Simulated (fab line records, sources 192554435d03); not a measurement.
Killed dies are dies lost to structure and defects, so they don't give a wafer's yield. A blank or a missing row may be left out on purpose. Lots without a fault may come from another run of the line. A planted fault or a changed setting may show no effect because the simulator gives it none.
Chamber matching | flow n5_finfet | N5_FIN_SAQP_SPACER1_ALD_24 on ald_sin-04: 4 sister chambers
The step deposits SiO2, target thk 20.3 nm, pulse time 1 s, purge time 2 s. 16 wafers are shown with their chamber, then 8 later ones without.

WAFERS WITH THEIR CHAMBER
wafer  | chamber | heater_power_w (W) | precursor_pulse_height_rel
L077.3 | 0       | 449                | 1.015
L077.5 | 2       | 555                | 0.978
L077.6 | 0       | 464                | 0.999
L078.2 | 1       | 468                | 0.987
L078.3 | 0       | 449                | 1.050
L078.4 | 3       | 473                | 1.018
L081.2 | 0       | 457                | 1.010
L081.5 | 0       | 458                | 1.034
L081.6 | 3       | 470                | 0.978
L084.1 | 0       | 454                | 0.981
L084.3 | 1       | 479                | 1.005
L084.4 | 3       | 477                | 1.007
L085.3 | 3       | 462                | 1.022
L085.5 | 1       | 462                | 1.005
L085.6 | 0       | 460                | 0.990
L089.1 | 0       | 457                | 1.023

SIGNATURES (means of the wafers above)
reading                    | chamber 0 | chamber 1 | chamber 2 | chamber 3 | scatter within a chamber
heater_power_w             | 456.00    | 469.67    | 555.00    | 470.50    | 6.18
precursor_pulse_height_rel | 1.01275   | 0.99900   | 0.97800   | 1.00625   | 0.0206
Rule: a wafer's distance from a chamber is the root of the sum, over the readings, of the square of ((its reading less the chamber's mean) divided by the reading's scatter). The wafer belongs to the nearest chamber; if the next one is less than 2 further off, it can't be placed. The scatter: the root of (the sum of the squares of (reading less its chamber's mean) over the shown wafers, divided by (wafers less chambers)).

WAFERS WITHOUT THEIR CHAMBER
wafer  | heater_power_w (W) | precursor_pulse_height_rel
L089.2 | 478                | 0.992
L089.4 | 562                | 1.003
L094.1 | 468                | 0.986
L094.3 | 557                | 1.043
L094.5 | 460                | 0.982
L097.1 | 559                | 1.003
L097.3 | 473                | 0.965
L097.5 | 468                | 0.995

WHICH CHAMBER EACH WENT THROUGH
wafer  | from the rows above          | in truth
L089.2 | can't be placed: 1 or 3      | 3
L089.4 | 2                            | 2
L094.1 | can't be placed: 1 or 3 or 0 | 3
L094.3 | 2                            | 2
L094.5 | can't be placed: 0 or 1 or 3 | 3
L097.1 | 2                            | 2
L097.3 | can't be placed: 1 or 3 or 0 | 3
L097.5 | can't be placed: 1 or 3 or 0 | 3
Placed correctly: 3 of 8. Can't be placed from these rows: 5 (the true chamber is among the candidates in 5). Placed wrongly: 0.
